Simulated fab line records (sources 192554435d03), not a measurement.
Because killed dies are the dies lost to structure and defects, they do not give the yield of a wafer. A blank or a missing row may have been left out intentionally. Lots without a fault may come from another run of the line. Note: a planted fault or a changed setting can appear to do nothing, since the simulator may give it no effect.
3 desks, one fault    flow n5-finfet    each desk holds nothing but its own numbers, with what lay behind them at the end
Where a reading is given only as a bound, like >300, the bound stands for it, and a mean or a difference that rests on one is marked > or <: the true number lies beyond.

## THE TOOL OWNER'S DESK: rie-diel-03
The tool's own readings at N5_SD_EPI_N_ETCH_34 (etches SiARC in CF4, target depth 45.5 nm, time 75.8 s): means of the sampled wafers that have a number, for each lot that ran on this tool. Marked OUT: a lot whose mean sits more than 4 standard deviations from the usual mean, which makes it out of limits; the brackets give that distance.
Columns: A = drypump-motor-current-A at N5_SD_EPI_N_ETCH_34, usual 5.6 A; B = etch-rf-on-time-s at N5_SD_EPI_N_ETCH_34, usual 76.2 s; C = oes-product-au at N5_SD_EPI_N_ETCH_34, usual 0.67 a.u.; D = rf-vpp-V at N5_SD_EPI_N_ETCH_34, usual 184.1 V; E = showerhead-plenum-p-Torr at N5_SD_EPI_N_ETCH_34, usual 2.15 Torr; F = throttle-valve-pct at N5_SD_EPI_N_ETCH_34, usual 15.68 %
lot   first seen here  A    B     C     D      E     F
L842  day 4 07:47      6.0  78.1  0.69  185.0  2.18  15.59
L857  day 8 01:14      5.7  79.6  0.57  184.1  2.15  15.92
L858  day 8 06:01      5.9  76.1  0.69  184.2  2.16  15.63
This desk found nothing out of limits on any of the 3 lots.

## FROM THE METROLOGY DESK
Means of the sampled wafers that have a number, per lot and without regard to the tool the lot ran on: this is what the gauges read. Marked OUT: a lot whose mean sits more than 4 standard deviations from the usual mean, which makes it out of limits; the brackets give that distance. It has 10 readings; the 7 that lie furthest out on some lot are the ones shown.
Columns: A = DIBL_N at N5_BEOL_M4_RC_MEAS_101, usual 36.0 mV/V; B = IOFF_P at N5_BEOL_M4_RC_MEAS_101, usual 0.21 nA/um; C = ION_P at N5_BEOL_M4_RC_MEAS_101, usual 462 uA/um; D = SS_N at N5_BEOL_M4_RC_MEAS_101, usual 71.5 mV/dec; E = SS_P at N5_BEOL_M4_RC_MEAS_101, usual 73.2 mV/dec; F = VT_N at N5_BEOL_M4_RC_MEAS_101, usual 250 mV; G = VT_P at N5_BEOL_M4_RC_MEAS_101, usual -251 mV
lot   first seen here  A     B     C    D     E     F    G
L840  day 8 14:11      35.4  0.20  466  71.9  72.9  252  -252
L842  day 9 00:34      35.3  0.22  469  71.2  72.8  250  -248
L857  day 12 12:34     35.5  0.20  469  71.1  73.1  253  -250
L858  day 13 07:44     37.3  0.23  464  71.8  73.6  251  -250
This desk found nothing out of limits on any of the 4 lots.

## THE DEFECT DESK
What the inspections along the route counted, lot by lot: means of the sampled wafers that have a number. Marked OUT: a lot whose mean sits more than 4 standard deviations from the usual mean, which makes it out of limits; the brackets give that distance.
Columns: A = raw-defect-count at N5_SD_EPI_N_INSPECT_26, usual 214; B = raw-defect-count at N5_SD_EPI_P_INSPECT_11, usual 2.2; C = raw-defect-count at N5_SD_EPI_P_INSPECT_26, usual 184; D = raw-defect-count at N5_SD_ACTIVATION_INSPECT_02, usual 182
lot   first seen here  A              B                       C              D
L840  day 4 02:23      235            2.3                     184            185
L842  day 4 11:49      150            2.0                     146            143
L857  day 8 05:56      771 (+14) OUT  >300 (+99 or more) OUT  729 (+15) OUT  722 (+15) OUT
L858  day 8 09:55      844 (+16) OUT  >300 (+99 or more) OUT  790 (+17) OUT  781 (+16) OUT
This desk finds L857, L858 out of limits, L857 being first, at day 8 05:56 (raw-defect-count at N5_SD_EPI_N_INSPECT_26). L840, L842: within limits.

## TAKEN TOGETHER
The defect desk could have raised an alarm at day 8 05:56, on L857, L858.
Nothing out of limits was seen by the tool owner's desk.
Metrology desk: nothing out of limits seen.
On record at the tool owner's desk: L857, L858, within its limits.
The metrology desk holds a record of L857, L858, inside its limits.
The lots listed all ran N5_SD_EPI_N_ETCH_34 on rie-diel-03.

## WHAT THE SIMULATOR PUT IN
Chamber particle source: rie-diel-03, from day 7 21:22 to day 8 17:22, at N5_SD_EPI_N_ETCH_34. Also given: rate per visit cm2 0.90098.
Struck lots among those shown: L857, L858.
Hours from the fault's start to each desk's first reading out of limits: the defect desk, 9.
